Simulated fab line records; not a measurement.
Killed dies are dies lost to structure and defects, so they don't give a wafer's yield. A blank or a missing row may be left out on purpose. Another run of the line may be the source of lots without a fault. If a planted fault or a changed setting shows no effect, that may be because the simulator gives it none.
fab line records	flow n5_finfet
record lots=10	wafers=30	last_day=17
route steps=1938 shown GATE_CUT@487 BEOL_M4@1111 PASSIVATION@1936
lots that met no fault: taken from a fault-free run of the same line
start_h: the number of hours between the record's first day and the start of the first shown wafer of the lot	wait_h: how many hours have passed since the lot's step before this one	" as in the row above	L1.1+2: several wafers, shown together as one row	- value missing, or start not given	* or withheld: withheld	< > ~ a bound
route shown NAME@n: NAME is a module with steps in the file, n the number in the route of the first one	usual: mean/standard deviation of fault-free wafers	same: alike in all rows	chamber/n: place in a boat	sites: readings site by site	_std_site: their standard deviation	_edge_site: the outer-site mean with the inner-site mean subtracted	radius_mm: how far each site lies from the wafer's centre	mask NAME#n: copy n	behind: the last tool/chamber to shape the wafer	hold: why the lot went on hold/how many hours it stayed there/how the hold came to an end	device: the n, p or np transistor that did not switch	end of line: the route-end tests of the same wafers	where a step has no rows: the recipe by itself	killed: count of dies lost to structure and defects at first sort (not the wafer's yield)	map: a wafer's dies, marking killed ones x, the rest . and places with no die _
set.NAME: the setting that was run; set.NAME@STEP: the one run at that earlier step	model.NAME: the simulator's own value behind a step, which no gauge read
steps of the route over a sample of lots; a table a step, a row a wafer
services: when a tool's chamber went out of use (start_h, in hours from the record's first day, below 0 if earlier), for how many hours, and the reason
## steps
# step N5_GATE_CUT_CD_MEAS_13
# recipe target_cd_nm=20	landing_energy_ev=500	detector=se_inlens
# usual cd_nm=19.97/0.26
lot.wafer	tool	chamber	start_h	wait_h	cd_nm
L739.2	cd_sem-01	0	102.37	-	19.38
L739.3	"	0	"	"	20.05
L739.5	"	0	"	"	19.71
L740.1	cd_sem-01	0	107.04	-	19.76
L740.2	"	0	"	"	19.95
L740.3	"	0	"	"	19.57
L741.3	cd_sem-01	0	113.99	-	19.84
L741.4	"	0	"	"	20.04
L741.5	"	0	"	"	19.94
L742.2	cd_sem-01	0	119.97	-	20.02
L742.3	"	0	"	"	20.16
L742.6	"	0	"	"	20.25
L743.2	cd_sem-02	0	124.78	-	19.90
L743.3	"	0	"	"	19.98
L743.4	"	0	"	"	19.99
L745.1	cd_sem-03	0	137.91	-	20.10
L745.5	"	0	"	"	19.87
L745.6	"	0	"	"	20.08
L748.1	cd_sem-03	0	157.70	-	19.95
L748.2	"	0	"	"	20.08
L748.4	"	0	"	"	19.93
L749.2	cd_sem-03	0	167.71	-	19.71
L749.4	"	0	"	"	19.61
L749.5	"	0	"	"	19.64
L757.1	cd_sem-03	0	211.19	-	19.88
L757.4	"	0	"	"	19.91
L757.6	"	0	"	"	20.06
L758.3	cd_sem-02	0	222.06	-	19.98
L758.5	"	0	"	"	19.97
L758.6	"	0	"	"	19.66
# step N5_GATE_CUT_INSPECT_15
# recipe mode=adi	inspect_instrument=brightfield
# usual raw_defect_count=133/37
lot.wafer	tool	chamber	start_h	wait_h	raw_defect_count
L739.2	defect_inspect-02	-	102.46	0.0	102
L739.3	"	-	"	"	119
L739.5	"	-	"	"	113
L740.1	defect_inspect-02	-	107.13	0.1	109
L740.2	"	-	"	"	108
L740.3	"	-	"	"	111
L741.3	defect_inspect-01	-	114.08	0.0	117
L741.4	"	-	"	"	159
L741.5	"	-	"	"	139
L742.2	defect_inspect-01	-	120.05	0.0	127
L742.3	"	-	"	"	92
L742.6	"	-	"	"	164
L743.2	defect_inspect-01	-	124.87	0.0	212
L743.3	"	-	"	"	120
L743.4	"	-	"	"	86
L745.1	defect_inspect-01	-	138.00	0.1	147
L745.5	"	-	"	"	125
L745.6	"	-	"	"	125
L748.1	defect_inspect-02	-	157.79	0.1	144
L748.2	"	-	"	"	152
L748.4	"	-	"	"	249
L749.2	defect_inspect-01	-	167.80	0.0	119
L749.4	"	-	"	"	136
L749.5	"	-	"	"	152
L757.1	defect_inspect-01	-	211.28	0.1	103
L757.4	"	-	"	"	98
L757.6	"	-	"	"	84
L758.3	defect_inspect-01	-	222.17	0.0	116
L758.5	"	-	"	"	128
L758.6	"	-	"	"	128
# step N5_GATE_CUT_CUT_ETCH_53
# recipe chemistry=SF6/Cl2	target=W	mask_material=SiO2	target_depth_a=792	pressure_mtorr=8	icp_w=900	bias_w=80	SF6_flow_sccm=40	Cl2_flow_sccm=60	ends=cleared
# usual chamber_pressure_mTorr=8.001/0.0073	drypump_motor_current_A=5.47/0.28	etch_rf_on_time_s=26.1/0.63	oes_product_au=0.66/0.12	rf_fwd_power_W=878.3/3	throttle_valve_pct=29.00/0.18
lot.wafer	tool	chamber	start_h	wait_h	chamber_pressure_mTorr	drypump_motor_current_A	etch_rf_on_time_s	oes_product_au	rf_fwd_power_W	rf_hours_counter_h	throttle_valve_pct
L739.2	rie_metal-01	1	102.88	0.1	7.998	5.50	26.7	0.53	879.7	139	28.99
L739.3	"	0	"	"	8.002	5.20	27.1	0.51	883.2	-	29.12
L739.5	"	1	"	"	7.997	5.49	26.7	0.52	877.7	-	28.97
L740.1	rie_metal-03	1	107.55	0.1	8.004	5.59	25.1	0.66	881.6	67	29.11
L740.2	"	0	"	"	7.988	5.56	25.5	0.63	880.1	89	29.19
L740.3	"	0	"	"	8.015	5.55	25.5	0.62	880.4	-	29.18
L741.3	rie_metal-02	1	114.96	0.1	8.004	6.02	26.6	0.59	876.5	-	29.06
L741.4	"	0	"	"	7.987	5.05	25.4	0.74	881.8	-	28.97
L741.5	"	1	"	"	8.004	6.01	26.6	0.59	879.4	-	29.06
L742.2	rie_metal-03	0	120.49	0.1	8.011	5.57	25.6	0.62	877.1	90	29.20
L742.3	"	0	"	"	8.004	5.57	25.9	0.63	871.0	-	29.20
L742.6	"	1	"	"	7.997	5.56	25.1	0.66	878.3	-	29.14
L743.2	rie_metal-01	0	125.30	0.1	7.998	5.21	27.2	0.50	877.9	145	29.14
L743.3	"	1	"	"	7.996	5.49	26.8	0.52	874.9	-	29.00
L743.4	"	0	"	"	8.004	5.21	27.4	0.50	873.9	-	29.13
L745.1	rie_metal-01	1	138.43	0.1	8.007	5.45	26.2	0.52	876.9	142	28.99
L745.5	"	1	"	"	8.008	5.47	26.5	0.52	874.7	-	29.00
L745.6	"	1	"	"	8.009	5.47	26.5	0.52	877.3	-	29.00
L748.1	rie_metal-03	0	158.47	0.1	7.986	5.56	25.8	0.62	879.8	93	29.20
L748.2	"	1	"	"	8.002	5.62	25.2	0.65	877.5	71	29.12
L748.4	"	1	"	"	8.007	5.61	25.2	0.65	876.2	-	29.10
L749.2	rie_metal-01	1	168.33	0.1	8.011	5.50	32.7	0.79	663.3	0	28.52
L749.4	"	1	"	"	7.994	5.49	32.9	0.79	663.1	-	28.55
L749.5	"	1	"	"	7.996	5.50	33.2	0.79	665.2	-	28.54
L757.1	rie_metal-03	0	211.85	0.1	7.994	5.56	26.0	0.61	875.1	98	29.22
L757.4	"	0	"	"	7.999	5.58	25.7	0.61	876.9	-	29.20
L757.6	"	0	"	"	7.999	5.59	25.9	0.61	871.8	-	29.20
L758.3	rie_metal-02	0	222.89	0.1	8.001	5.03	25.4	0.72	878.4	-	28.96
L758.5	"	1	"	"	8.000	6.03	26.4	0.58	877.4	-	29.09
L758.6	"	0	"	"	8.007	5.02	25.3	0.72	883.1	-	28.98
# step N5_GATE_CUT_VAPOR_ETCH_48
# recipe chemistry=BCl3/Cl2	target=TiN	mode=isotropic
# usual drypump_motor_current_A=5.48/0.27	oes_product_au=0.73/0.13
lot.wafer	tool	chamber	start_h	wait_h	drypump_motor_current_A	oes_product_au
L739.2	rie_metal-01	1	103.06	0.0	5.47	0.58
L739.3	"	0	"	"	5.21	0.56
L739.5	"	1	"	"	5.47	0.58
L740.1	rie_metal-03	1	107.73	0.0	5.58	0.72
L740.2	"	0	"	"	5.54	0.68
L740.3	"	0	"	"	5.53	0.69
L741.3	rie_metal-02	1	115.13	0.0	6.03	0.64
L741.4	"	0	"	"	5.08	0.82
L741.5	"	1	"	"	5.99	0.65
L742.2	rie_metal-03	0	120.67	0.0	5.57	0.70
L742.3	"	0	"	"	5.55	0.68
L742.6	"	1	"	"	5.62	0.72
L743.2	rie_metal-01	0	125.48	0.0	5.21	0.57
L743.3	"	1	"	"	5.48	0.59
L743.4	"	0	"	"	5.20	0.57
L745.1	rie_metal-01	1	138.79	0.1	5.50	0.58
L745.5	"	1	"	"	5.49	0.59
L745.6	"	1	"	"	5.48	0.58
L748.1	rie_metal-03	0	158.65	0.0	5.59	0.68
L748.2	"	1	"	"	5.60	0.70
L748.4	"	1	"	"	5.66	0.70
L749.2	rie_metal-01	1	168.51	0.0	5.48	1.02
L749.4	"	1	"	"	5.47	1.02
L749.5	"	1	"	"	5.50	1.01
L757.1	rie_metal-03	0	212.03	0.0	5.56	0.67
L757.4	"	0	"	"	5.56	0.67
L757.6	"	0	"	"	5.55	0.67
L758.3	rie_metal-02	0	223.06	0.0	5.04	0.79
L758.5	"	1	"	"	6.03	0.64
L758.6	"	0	"	"	5.05	0.79
# step N5_BEOL_M4_RC_MEAS_101
# usual DIBL_N=36.2/1.7	DIBL_P=36.6/1.9	IOFF_N=0.16/0.032	IOFF_P=0.21/0.037	ION_N=675/12	ION_P=460/8.1	SS_N=71.4/0.58	SS_P=73.4/0.64	VT_N=249/3.2	VT_P=-252/3.4
lot.wafer	tool	chamber	start_h	wait_h	DIBL_N[mV/V]	DIBL_P[mV/V]	IOFF_N[nA/um]	IOFF_P[nA/um]	ION_N[uA/um]	ION_P[uA/um]	SS_N[mV/dec]	SS_P[mV/dec]	VT_N[mV]	VT_P[mV]
L739.2	prober-02	0	183.29	0.2	38.1	38.5	0.19	0.23	682	462	72.5	73.5	248	-250
L739.3	"	0	"	"	34.9	35.8	0.14	0.19	657	450	71.9	72.8	253	-253
L739.5	"	0	"	"	36.7	37.3	0.17	0.21	676	462	71.4	73.5	250	-253
L740.1	prober-02	0	192.76	0.0	37.4	37.4	0.19	0.21	688	468	71.5	73.3	247	-251
L740.2	"	0	"	"	35.3	34.8	0.14	0.17	669	454	71.3	73.3	253	-255
L740.3	"	0	"	"	36.7	36.8	0.18	0.20	664	457	72.4	73.7	249	-252
L741.3	prober-02	0	194.52	0.3	37.4	38.4	0.18	0.23	679	467	71.6	74.6	249	-246
L741.4	"	0	"	"	34.8	34.5	0.13	0.16	674	461	70.8	73.0	251	-251
L741.5	"	0	"	"	35.5	35.5	0.15	0.18	671	458	70.8	73.6	251	-253
L742.2	prober-02	0	200.25	0.2	35.1	35.8	0.15	0.20	688	470	71.5	73.1	249	-250
L742.3	"	0	"	"	34.4	34.5	0.14	0.19	674	460	71.0	72.3	246	-252
L742.6	"	0	"	"	36.1	37.2	0.18	0.23	681	468	71.5	73.6	246	-248
L743.2	prober-02	0	203.56	0.2	36.8	38.0	0.17	0.21	669	454	72.3	73.7	248	-254
L743.3	"	0	"	"	35.1	37.1	0.14	0.18	669	451	71.1	72.7	251	-251
L743.4	"	0	"	"	36.4	37.7	0.16	0.20	672	450	71.1	73.2	246	-253
L745.1	prober-02	0	208.18	0.0	35.6	36.2	0.16	0.19	684	463	71.6	73.1	248	-250
L745.5	"	0	"	"	33.9	33.8	0.12	0.15	671	455	71.2	73.2	253	-254
L745.6	"	0	"	"	34.7	35.1	0.14	0.17	676	463	71.1	73.2	249	-253
L748.1	prober-02	0	242.03	0.0	34.1	33.4	0.13	0.16	667	456	70.7	72.5	249	-254
L748.2	"	0	"	"	35.5	35.1	0.15	0.18	677	463	71.3	73.8	253	-253
L748.4	"	0	"	"	35.3	35.6	0.15	0.18	671	461	71.5	73.5	252	-254
L749.2	prober-02	0	245.13	0.2	36.2	37.0	0.16	0.20	672	453	71.1	73.1	247	-253
L749.4	"	0	"	"	33.7	33.3	0.12	0.15	665	450	71.1	72.2	252	-254
L749.5	"	0	"	"	36.9	37.8	0.18	0.22	673	460	71.8	73.6	248	-251
L757.1	prober-02	0	290.30	0.0	36.0	35.2	0.16	0.22	677	469	70.8	73.1	249	-249
L757.4	"	0	"	"	37.7	37.2	0.18	0.24	697	471	71.9	73.8	247	-246
L757.6	"	0	"	"	37.8	37.0	0.19	0.25	692	472	71.6	73.7	248	-247
L758.3	prober-01	0	295.63	0.3	38.3	39.7	0.20	0.26	692	470	71.9	74.3	247	-247
L758.5	"	0	"	"	37.1	37.1	0.18	0.22	682	466	71.8	74.0	248	-251
L758.6	"	0	"	"	36.5	36.0	0.17	0.21	682	466	71.2	73.5	248	-250
# step N5_PASSIVATION_PROBE_49
# usual defect_limited_yield=91.3/1.5	killed_at_M0_to_M3=35/10	killed_at_M4_up=12/4.6	killed_at_contacts=13/6.6	killed_at_front_end=39/11	killed_at_other=4/3.4	killed_dies=103/17	killed_open=67/13	killed_short=35/8.2	sort_bin_5_function=5.1/0.94	sort_bin_6_memory=3.2/0.7	sort_n_pass=1077/17	sort_yield_pct=91.3/1.5
# same gross_dies=1180	killed_at_back_side=0	sort_bin_4_leakage[%]=0	sort_bin_8_speed[%]=0
lot.wafer	tool	chamber	start_h	wait_h	defect_limited_yield[%]	killed_at_M0_to_M3	killed_at_M4_up	killed_at_contacts	killed_at_front_end	killed_at_other	killed_dies	killed_open	killed_short	sort_bin_5_function[%]	sort_bin_6_memory[%]	sort_n_pass	sort_yield_pct[%]
L743.2	prober-01	-	298.53	0.1	92.1	34	13	9	30	7	93	66	26	5.3	2.5	1087	92.1
L743.3	prober-01	-	298.58	0.1	91.9	34	11	8	37	6	96	67	27	5.4	2.5	1084	91.9
L743.4	prober-01	-	298.63	0.2	91.4	28	12	12	47	2	101	81	19	5.0	3.3	1079	91.4
L742.2	prober-01	-	303.20	0.1	91.2	30	13	14	44	3	104	63	36	4.1	3.5	1076	91.2
L742.3	prober-01	-	303.25	0.1	89.9	41	12	11	49	6	119	69	50	6.1	3.4	1061	89.9
L742.6	prober-01	-	303.40	0.3	92.7	34	19	11	22	0	86	56	30	3.8	3.0	1094	92.7
L745.1	prober-02	-	306.82	0.0	92.8	16	21	14	32	2	85	60	24	4.7	2.4	1095	92.8
L745.5	prober-02	-	307.02	0.2	90.9	27	30	19	27	4	107	70	37	5.3	3.4	1073	90.9
L745.6	prober-02	-	307.07	0.3	89.2	33	23	26	45	0	127	92	34	6.1	4.3	1053	89.2
L757.1	prober-02	-	406.11	0.0	91.9	46	10	4	31	4	95	66	29	5.3	2.6	1085	91.9
L757.4	prober-02	-	406.26	0.2	94.9	10	12	15	23	0	60	38	21	2.8	2.2	1120	94.9
L757.6	prober-02	-	406.36	0.3	93.0	40	6	5	28	4	83	53	30	4.0	3.0	1097	93.0
# killed by level:class
L743.2 BEOL_M1:geometric_particle:open=9 STI_FIN_REVEAL:geometric_particle:open=8 MOL_CONTACT_COAG:geometric_particle:open=8 BEOL_M4:geometric_particle:open=7 BEOL_M0_SAQP:geometric_particle:open=6 BEOL_M2:geometric_particle:open=5 FIN_SAQP:geometric_particle:open=4 DUMMY_GATE:geometric_particle:open=4
L743.3 DUMMY_GATE:geometric_particle:open=13 BEOL_M1:geometric_particle:open=12 MOL_CONTACT_COAG:geometric_particle:open=6 BEOL_M0_SAQP:geometric_particle:open=6 FIN_SAQP:geometric_particle:open=5 BEOL_M2:geometric_particle:open=5 FIN_SAQP:geometric_particle:short=3 GATE_CUT:geometric_particle:short=3
L743.4 STI_FIN_REVEAL:geometric_particle:open=16 FIN_SAQP:geometric_particle:open=15 MOL_CONTACT_COAG:geometric_particle:open=12 BEOL_M1:geometric_particle:open=7 BEOL_M3:geometric_particle:open=7 BEOL_M4:geometric_particle:open=5 BEOL_M0_SAQP:geometric_particle:short=4 BEOL_M2:geometric_particle:open=4
L742.2 MOL_CONTACT_COAG:geometric_particle:open=13 FIN_SAQP:geometric_particle:short=9 BEOL_M4:geometric_particle:open=7 BEOL_M0_SAQP:geometric_particle:open=6 BEOL_M1:geometric_particle:open=5 BEOL_M3:geometric_particle:short=5 SPACER0:geometric_particle:open=4 GATE_CUT:geometric_particle:short=4
L742.3 FIN_SAQP:geometric_particle:short=14 FIN_SAQP:geometric_particle:open=9 MOL_CONTACT_COAG:geometric_particle:open=9 STI_FIN_REVEAL:geometric_particle:open=7 BEOL_M0_SAQP:geometric_particle:open=7 BEOL_M0_SAQP:geometric_particle:short=7 BEOL_M3:geometric_particle:open=6 BEOL_M4:geometric_particle:open=5
L742.6 BEOL_M7:geometric_particle:open=9 MOL_CONTACT_COAG:geometric_particle:open=8 FIN_SAQP:geometric_particle:short=6 BEOL_M2:geometric_particle:open=6 BEOL_M0:geometric_particle:open=5 BEOL_M1:geometric_particle:open=5 STI_FIN_REVEAL:geometric_particle:open=4 BEOL_M0_SAQP:geometric_particle:short=4
L745.1 FIN_SAQP:geometric_particle:open=12 MOL_CONTACT_COAG:geometric_particle:open=11 BEOL_M4:geometric_particle:open=11 BEOL_M3:geometric_particle:open=5 GATE_CUT:geometric_particle:short=4 BEOL_M1:geometric_particle:open=4 BEOL_M5:geometric_particle:short=4 FIN_SAQP:geometric_particle:short=3
L745.5 BEOL_M4:geometric_particle:open=19 MOL_CONTACT_COAG:geometric_particle:open=14 BEOL_M0_SAQP:geometric_particle:short=8 BEOL_M3:geometric_particle:open=7 DUMMY_GATE:geometric_particle:open=6 STI_FIN_REVEAL:geometric_particle:open=5 DUMMY_GATE:geometric_particle:short=5 MOL_CONTACT_COAG:geometric_particle:short=5
L745.6 MOL_CONTACT_COAG:geometric_particle:open=21 FIN_SAQP:geometric_particle:open=13 BEOL_M0_SAQP:geometric_particle:open=10 BEOL_M3:geometric_particle:open=9 FIN_SAQP:geometric_particle:short=8 BEOL_M4:geometric_particle:open=8 BEOL_M1:geometric_particle:open=6 STI_FIN_REVEAL:geometric_particle:open=5
L757.1 BEOL_M2:geometric_particle:open=11 FIN_SAQP:geometric_particle:short=10 BEOL_M0_SAQP:geometric_particle:open=10 FIN_SAQP:geometric_particle:open=8 BEOL_M3:geometric_particle:open=8 BEOL_M0_SAQP:geometric_particle:short=6 STI_FIN_REVEAL:geometric_particle:open=4 MOL_CONTACT_COAG:geometric_particle:open=4
L757.4 MOL_CONTACT_COAG:geometric_particle:open=11 FIN_SAQP:geometric_particle:open=6 FIN_SAQP:geometric_particle:short=4 MOL_CONTACT_COAG:geometric_particle:short=4 BEOL_M4:geometric_particle:open=4 STI_FIN_REVEAL:geometric_particle:open=3 GATE_CUT:geometric_particle:short=3 BEOL_M0_SAQP:geometric_particle:open=3
L757.6 BEOL_M0_SAQP:geometric_particle:open=11 BEOL_M0_SAQP:geometric_particle:short=10 FIN_SAQP:geometric_particle:short=9 STI_FIN_REVEAL:geometric_particle:open=9 BEOL_M2:geometric_particle:open=8 BEOL_M3:geometric_particle:open=6 MOL_CONTACT_COAG:geometric_particle:open=5 BEOL_M1:geometric_particle:open=4
## services
tool	chamber	start_h	hours	kind
rie_metal-03	0	98.98	3.1	repair
rie_metal-02	1	105.80	7.8	repair
rie_metal-01	-	109.91	0.7	repair
rie_metal-01	0	133.43	-	clean
rie_metal-01	0	133.43	16.4	scheduled_down
rie_metal-01	0	133.43	16.4	vent_cycle
rie_metal-01	1	153.13	-	clean
rie_metal-01	1	153.13	13.4	scheduled_down
rie_metal-01	1	153.13	13.4	vent_cycle
## key
first_sign step=N5_GATE_CUT_CUT_ETCH_53	reading=rf_fwd_power_W	direction=down	sigmas=72	usual=*	struck=*
effect step=N5_GATE_CUT_CUT_ETCH_53	reading=etch_rf_on_time_s	direction=up	sigmas=11	usual=*	struck=*
met_at N5_GATE_CUT_CUT_ETCH_53
struck_lots L749
struck_wafers L749.2,L749.4,L749.5
not_acting_at N5_GATE_CUT_CD_MEAS_13,N5_GATE_CUT_INSPECT_15,N5_GATE_CUT_VAPOR_ETCH_48
onset_between 138.43 168.33
fault kind=process_parameter_drift	tool=rie_metal-01	chamber=1	onset_h=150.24	steps=N5_GATE_CUT_CUT_ETCH_53	channel=icp_w	offset=-216	shape=step	end_h=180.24	acts_in=these_recipes_only	stated=900
